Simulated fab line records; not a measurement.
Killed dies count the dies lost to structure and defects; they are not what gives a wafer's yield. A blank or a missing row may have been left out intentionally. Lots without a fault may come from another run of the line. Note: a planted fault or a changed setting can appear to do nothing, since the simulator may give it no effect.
Chamber matching / flow nand-harc / 4 sister chambers for NHARC_A_CHANNEL_FILL_D1_ALD_02 on ald-hk-03
The step deposits SiO2, target thk 6 nm, pulse time 10 s, ald cycles 60. 33 wafers are shown with their chamber, then 12 later ones without.

## WAFERS, EACH WITH ITS CHAMBER
wafer=L074.4; chamber=2; heater-power-w (W)=412; precursor-pulse-height-rel=0.994; susceptor-temp-C (C)=300.18
wafer=L074.5; chamber=0; heater-power-w (W)=407; precursor-pulse-height-rel=1.021; susceptor-temp-C (C)=299.87
wafer=L074.6; chamber=1; heater-power-w (W)=433; precursor-pulse-height-rel=0.962; susceptor-temp-C (C)=300.11
wafer=L077.1; chamber=2; heater-power-w (W)=411; precursor-pulse-height-rel=0.995; susceptor-temp-C (C)=299.83
wafer=L077.2; chamber=0; heater-power-w (W)=403; precursor-pulse-height-rel=1.015; susceptor-temp-C (C)=299.95
wafer=L077.6; chamber=1; heater-power-w (W)=425; precursor-pulse-height-rel=1.012; susceptor-temp-C (C)=299.84
wafer=L076.1; chamber=2; heater-power-w (W)=417; precursor-pulse-height-rel=0.995; susceptor-temp-C (C)=299.89
wafer=L076.3; chamber=3; heater-power-w (W)=424; precursor-pulse-height-rel=1.003; susceptor-temp-C (C)=299.83
wafer=L076.4; chamber=0; heater-power-w (W)=413; precursor-pulse-height-rel=1.031; susceptor-temp-C (C)=299.94
wafer=L079.2; chamber=0; heater-power-w (W)=401; precursor-pulse-height-rel=1.009; susceptor-temp-C (C)=300.05
wafer=L079.5; chamber=0; heater-power-w (W)=411; precursor-pulse-height-rel=1.008; susceptor-temp-C (C)=299.99
wafer=L079.6; chamber=3; heater-power-w (W)=424; precursor-pulse-height-rel=1.028; susceptor-temp-C (C)=300.10
wafer=L083.1; chamber=3; heater-power-w (W)=420; precursor-pulse-height-rel=0.975; susceptor-temp-C (C)=299.96
wafer=L083.2; chamber=2; heater-power-w (W)=412; precursor-pulse-height-rel=1.004; susceptor-temp-C (C)=300.02
wafer=L083.5; chamber=3; heater-power-w (W)=411; precursor-pulse-height-rel=0.977; susceptor-temp-C (C)=299.99
wafer=L080.3; chamber=2; heater-power-w (W)=405; precursor-pulse-height-rel=0.995; susceptor-temp-C (C)=299.81
wafer=L080.5; chamber=3; heater-power-w (W)=420; precursor-pulse-height-rel=1.026; susceptor-temp-C (C)=299.95
wafer=L080.6; chamber=2; heater-power-w (W)=424; precursor-pulse-height-rel=0.997; susceptor-temp-C (C)=300.01
wafer=L081.2; chamber=1; heater-power-w (W)=414; precursor-pulse-height-rel=1.000; susceptor-temp-C (C)=300.19
wafer=L081.4; chamber=2; heater-power-w (W)=412; precursor-pulse-height-rel=0.992; susceptor-temp-C (C)=299.96
wafer=L081.6; chamber=1; heater-power-w (W)=434; precursor-pulse-height-rel=0.968; susceptor-temp-C (C)=299.78
wafer=L082.1; chamber=1; heater-power-w (W)=441; precursor-pulse-height-rel=1.028; susceptor-temp-C (C)=300.17
wafer=L082.4; chamber=2; heater-power-w (W)=412; precursor-pulse-height-rel=1.030; susceptor-temp-C (C)=300.17
wafer=L082.5; chamber=0; heater-power-w (W)=413; precursor-pulse-height-rel=0.976; susceptor-temp-C (C)=299.76
wafer=L086.1; chamber=2; heater-power-w (W)=421; precursor-pulse-height-rel=1.011; susceptor-temp-C (C)=300.34
wafer=L086.2; chamber=3; heater-power-w (W)=419; precursor-pulse-height-rel=0.997; susceptor-temp-C (C)=299.99
wafer=L086.6; chamber=2; heater-power-w (W)=416; precursor-pulse-height-rel=1.007; susceptor-temp-C (C)=300.14
wafer=L089.1; chamber=1; heater-power-w (W)=435; precursor-pulse-height-rel=0.981; susceptor-temp-C (C)=299.73
wafer=L089.2; chamber=3; heater-power-w (W)=422; precursor-pulse-height-rel=1.013; susceptor-temp-C (C)=299.93
wafer=L089.4; chamber=0; heater-power-w (W)=408; precursor-pulse-height-rel=0.978; susceptor-temp-C (C)=299.73
wafer=L090.1; chamber=0; heater-power-w (W)=401; precursor-pulse-height-rel=1.022; susceptor-temp-C (C)=300.18
wafer=L090.3; chamber=3; heater-power-w (W)=431; precursor-pulse-height-rel=1.001; susceptor-temp-C (C)=299.91
wafer=L090.6; chamber=0; heater-power-w (W)=414; precursor-pulse-height-rel=0.962; susceptor-temp-C (C)=300.14

SIGNATURES (means of the wafers above)
reading=heater-power-w; chamber 0=407.89; chamber 1=430.33; chamber 2=414.20; chamber 3=421.38; scatter within a chamber=6.33
reading=precursor-pulse-height-rel; chamber 0=1.00244; chamber 1=0.99183; chamber 2=1.00200; chamber 3=1.00250; scatter within a chamber=0.0204
reading=susceptor-temp-C; chamber 0=299.9567; chamber 1=299.9700; chamber 2=300.0350; chamber 3=299.9575; scatter within a chamber=0.157
Rule: a wafer lies at a distance from a chamber equal to the root of the sum of squares, over the readings, of (its reading less the chamber's mean, divided by the reading's scatter). If the next closest chamber is less than 2 further off than the closest, the wafer can't be placed; otherwise it belongs to the closest. How the scatter is found: for the shown wafers, subtract from each reading the mean of its chamber, square and add these, divide the total by (wafers less chambers), then take the root.

## WAFERS MISSING THEIR CHAMBER
wafer=L088.1; heater-power-w (W)=426; precursor-pulse-height-rel=1.030; susceptor-temp-C (C)=300.31
wafer=L088.4; heater-power-w (W)=413; precursor-pulse-height-rel=1.011; susceptor-temp-C (C)=300.03
wafer=L088.6; heater-power-w (W)=409; precursor-pulse-height-rel=1.020; susceptor-temp-C (C)=299.92
wafer=L093.1; heater-power-w (W)=415; precursor-pulse-height-rel=1.029; susceptor-temp-C (C)=300.13
wafer=L093.3; heater-power-w (W)=432; precursor-pulse-height-rel=0.973; susceptor-temp-C (C)=299.79
wafer=L093.6; heater-power-w (W)=398; precursor-pulse-height-rel=1.004; susceptor-temp-C (C)=300.26
wafer=L094.1; heater-power-w (W)=412; precursor-pulse-height-rel=0.958; susceptor-temp-C (C)=299.75
wafer=L094.3; heater-power-w (W)=411; precursor-pulse-height-rel=0.990; susceptor-temp-C (C)=300.11
wafer=L094.4; heater-power-w (W)=438; precursor-pulse-height-rel=1.044; susceptor-temp-C (C)=299.86
wafer=L097.2; heater-power-w (W)=401; precursor-pulse-height-rel=0.994; susceptor-temp-C (C)=300.06
wafer=L097.4; heater-power-w (W)=417; precursor-pulse-height-rel=0.973; susceptor-temp-C (C)=299.83
wafer=L097.5; heater-power-w (W)=422; precursor-pulse-height-rel=0.986; susceptor-temp-C (C)=300.12

## EACH ONE'S CHAMBER
wafer=L088.1; from the rows above=can't be placed: 3 or 2 or 1 or 0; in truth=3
wafer=L088.4; from the rows above=can't be placed: 2 or 0 or 3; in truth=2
wafer=L088.6; from the rows above=can't be placed: 0 or 2 or 3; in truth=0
wafer=L093.1; from the rows above=can't be placed: 2 or 3 or 0 or 1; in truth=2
wafer=L093.3; from the rows above=can't be placed: 1 or 3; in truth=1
wafer=L093.6; from the rows above=can't be placed: 0 or 2 or 3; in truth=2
wafer=L094.1; from the rows above=can't be placed: 0 or 2 or 3 or 1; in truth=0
wafer=L094.3; from the rows above=can't be placed: 2 or 0 or 3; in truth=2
wafer=L094.4; from the rows above=can't be placed: 1 or 3 or 2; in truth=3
wafer=L097.2; from the rows above=can't be placed: 0 or 2 or 3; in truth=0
wafer=L097.4; from the rows above=can't be placed: 3 or 2 or 0 or 1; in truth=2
wafer=L097.5; from the rows above=can't be placed: 3 or 2 or 1 or 0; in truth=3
Correct placement for 0 of the 12. From these rows, 12 cannot be placed; in 12 the true chamber is one of the candidates. Number placed wrongly: 0.
